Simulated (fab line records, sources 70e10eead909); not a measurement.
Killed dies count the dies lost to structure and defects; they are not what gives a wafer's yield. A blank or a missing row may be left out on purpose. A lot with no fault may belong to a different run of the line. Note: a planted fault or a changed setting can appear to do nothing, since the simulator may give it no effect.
Chamber matching / flow nandHarc / rieDiel-03 running NHARC_A_M0_DESCUM_14: 4 sister chambers
The step chemistry O2, time 3 s. 8 wafers are shown with their chamber, then 11 later ones without.

EACH WAFER AND ITS CHAMBER
wafer=L083.6; chamber=0; oesProductAu (a.u.)=0.988; throttleValvePct (%)=11.311
wafer=L086.1; chamber=3; oesProductAu (a.u.)=0.995; throttleValvePct (%)=11.305
wafer=L086.2; chamber=0; oesProductAu (a.u.)=0.971; throttleValvePct (%)=11.317
wafer=L086.4; chamber=1; oesProductAu (a.u.)=0.999; throttleValvePct (%)=11.305
wafer=L088.2; chamber=2; oesProductAu (a.u.)=0.986; throttleValvePct (%)=11.314
wafer=L088.3; chamber=3; oesProductAu (a.u.)=1.009; throttleValvePct (%)=11.308
wafer=L088.4; chamber=1; oesProductAu (a.u.)=1.003; throttleValvePct (%)=11.300
wafer=L090.1; chamber=2; oesProductAu (a.u.)=0.994; throttleValvePct (%)=11.330

WAFERS WHOSE CHAMBER IS MISSING
wafer=L090.5; oesProductAu (a.u.)=1.009; throttleValvePct (%)=11.309
wafer=L090.6; oesProductAu (a.u.)=1.002; throttleValvePct (%)=11.313
wafer=L092.1; oesProductAu (a.u.)=0.990; throttleValvePct (%)=11.311
wafer=L092.2; oesProductAu (a.u.)=0.992; throttleValvePct (%)=11.310
wafer=L092.5; oesProductAu (a.u.)=0.991; throttleValvePct (%)=11.320
wafer=L097.3; oesProductAu (a.u.)=1.002; throttleValvePct (%)=11.317
wafer=L097.5; oesProductAu (a.u.)=0.979; throttleValvePct (%)=11.320
wafer=L097.6; oesProductAu (a.u.)=1.010; throttleValvePct (%)=11.318
wafer=L096.1; oesProductAu (a.u.)=0.980; throttleValvePct (%)=11.311
wafer=L096.3; oesProductAu (a.u.)=0.979; throttleValvePct (%)=11.303
wafer=L096.4; oesProductAu (a.u.)=0.998; throttleValvePct (%)=11.322

THE CHAMBER EACH PASSED THROUGH
wafer=L090.5; from the rows above=can't be placed: 3 or 1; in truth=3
wafer=L090.6; from the rows above=can't be placed: 3 or 1 or 2 or 0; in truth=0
wafer=L092.1; from the rows above=can't be placed: 0 or 3 or 2 or 1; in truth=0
wafer=L092.2; from the rows above=can't be placed: 3 or 1 or 0 or 2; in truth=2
wafer=L092.5; from the rows above=can't be placed: 2 or 0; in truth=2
wafer=L097.3; from the rows above=can't be placed: 2 or 3 or 1 or 0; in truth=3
wafer=L097.5; from the rows above=can't be placed: 0 or 2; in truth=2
wafer=L097.6; from the rows above=can't be placed: 3 or 2 or 1 or 0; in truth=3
wafer=L096.1; from the rows above=can't be placed: 0 or 2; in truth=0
wafer=L096.3; from the rows above=can't be placed: 0 or 1 or 3 or 2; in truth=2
wafer=L096.4; from the rows above=can't be placed: 2 or 3 or 0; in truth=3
Correctly placed: 0 of 11. These rows do not allow placing 11 (true chamber among the candidates in 11). Wrongly placed: 0.
How it was worked out, from the rows above alone: a wafer's distance from a chamber is the root of the sum, over the readings, of the square of ((its reading less the chamber's mean) divided by the reading's scatter). The wafer belongs to the nearest chamber; if the next one is less than 2 further off, it can't be placed. Each chamber's mean is taken over the wafers shown for it. The scatter is the square root of a quotient: the sum, over the shown wafers, of each reading's squared deviation from its chamber's mean, divided by wafers minus chambers.
